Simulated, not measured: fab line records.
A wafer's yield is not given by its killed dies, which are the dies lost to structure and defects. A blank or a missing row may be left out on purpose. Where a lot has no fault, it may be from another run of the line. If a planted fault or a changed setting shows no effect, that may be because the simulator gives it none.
Which tool did it?	flow n5_finfet	Sampling: 9 lots, 27 wafers, 2 of 1938 route steps

## WHAT THE GAUGES READ, wafer by wafer
N5_DUMMY_REMOVAL_INSPECT_06: inspects for defects (brightfield).
lot	measured	on	raw_defect_count
L647	day 4 22:52	defect_inspect-01	8 12 8
L651	day 5 21:23	defect_inspect-01	7 7 15
L657	day 7 15:26	defect_inspect-01	4 6 8
L658	day 7 19:04	defect_inspect-01	9 10 10
L660	day 8 09:22	defect_inspect-01	10 7 7
L661	day 8 12:21	defect_inspect-01	9 11 8
L663	day 9 03:49	defect_inspect-02	9 10 5
L665	day 9 11:07	defect_inspect-01	4 10 9
L666	day 10 03:05	defect_inspect-02	8 12 10

## WHAT TOOL EACH LOT RAN ON (gives the tool, then ch and the chambers of the sampled wafers, and finally the start)
lot	N5_SDB_ALD_29
L647	ald_sin-01 ch 1,2, day 4 18:14
L651	ald_sin-01 ch 0,2,3, day 5 17:47
L657	ald_sin-02 ch 0,2,3, day 7 11:49
L658	ald_sin-03 ch 1,2, day 7 15:47
L660	ald_sin-03 ch 0,2,3, day 8 06:03
L661	ald_sin-01 ch 2,3, day 8 08:50
L663	ald_sin-02 ch 0,2, day 9 00:21
L665	ald_sin-03 ch 0,1, day 9 07:50
L666	ald_sin-01 ch 0,2, day 9 23:41
- N5_SDB_ALD_29: deposits SiNx, target thk 30 nm, pulse time 1 s, ald cycles 600.

## THE ANSWER, worked out from the rows above alone
Rule: the lots themselves supply what counts as usual. The widest of any qualifying gaps counts: lots, ordered by their means at a reading, are off when they make up no more than a third of the lots, leave a main group of 4 or more, and stand apart from it by 3 or more times the standard deviation of that group's means. Not used: any main group whose means are identical at the precision the tables above print for the reading. A lot without any number at a reading at which 4 lots or more have one is off too. Where the step has rows for the other lots, those lots are counted as sound.
Nothing can be told from this: no lot is off at any reading shown.

## WHAT THE SIMULATOR PUT IN
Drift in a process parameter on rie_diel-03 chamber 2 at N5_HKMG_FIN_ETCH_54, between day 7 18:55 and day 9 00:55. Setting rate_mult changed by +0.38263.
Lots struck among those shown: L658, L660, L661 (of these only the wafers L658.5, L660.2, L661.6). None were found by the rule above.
